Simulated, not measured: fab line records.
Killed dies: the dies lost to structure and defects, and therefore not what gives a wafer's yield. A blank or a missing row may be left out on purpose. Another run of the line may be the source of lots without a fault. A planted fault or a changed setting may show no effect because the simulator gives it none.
Matching of chambers + flow n5 finfet + N5_ILD0_ALD_15 on ald sin-02: 4 sister chambers
The step deposits SiNx, target thk 24 nm, pulse time 1 s, ald cycles 480. 4 wafers are shown with their chamber, then 10 later ones without.

== WAFERS WITH THEIR CHAMBER ==
| wafer  | chamber | heater power w (W) |
|--------|---------|--------------------|
| L083.4 | 0       | 822                |
| L086.3 | 1       | 1017               |
| L090.2 | 3       | 778                |
| L090.4 | 2       | 815                |

== WAFERS WITH NO CHAMBER GIVEN ==
| wafer  | heater power w (W) |
|--------|--------------------|
| L090.6 | 1030               |
| L092.1 | 821                |
| L092.3 | 781                |
| L092.4 | 999                |
| L094.1 | 819                |
| L094.4 | 984                |
| L094.6 | 783                |
| L095.2 | 788                |
| L095.5 | 1017               |
| L095.6 | 832                |

== WHICH CHAMBER EACH ONE RAN IN ==
| wafer  | from the rows above          | in truth |
|--------|------------------------------|----------|
| L090.6 | 1                            | 1        |
| L092.1 | can't be placed: 0 or 2      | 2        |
| L092.3 | 3                            | 3        |
| L092.4 | 1                            | 1        |
| L094.1 | can't be placed: 0 or 2      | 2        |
| L094.4 | 1                            | 1        |
| L094.6 | can't be placed: 3 or 2      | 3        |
| L095.2 | can't be placed: 3 or 2 or 0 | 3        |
| L095.5 | 1                            | 1        |
| L095.6 | can't be placed: 0 or 2      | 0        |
Correctly placed: 5 of 10. Unplaceable from these rows: 5, with the true chamber sitting among the candidates in 5. Number placed wrongly: 0.
How it was worked out, from the rows above alone: a wafer's distance from a chamber is the root of the sum, over the readings, of the square of ((its reading less the chamber's mean) divided by the reading's scatter). The wafer belongs to the nearest chamber; if the next one is less than 2 further off, it can't be placed. The mean given for a chamber averages the wafers shown for that chamber. The scatter: root of mean squared gap, hidden wafer to nearest shown wafer, with one shown wafer a chamber.
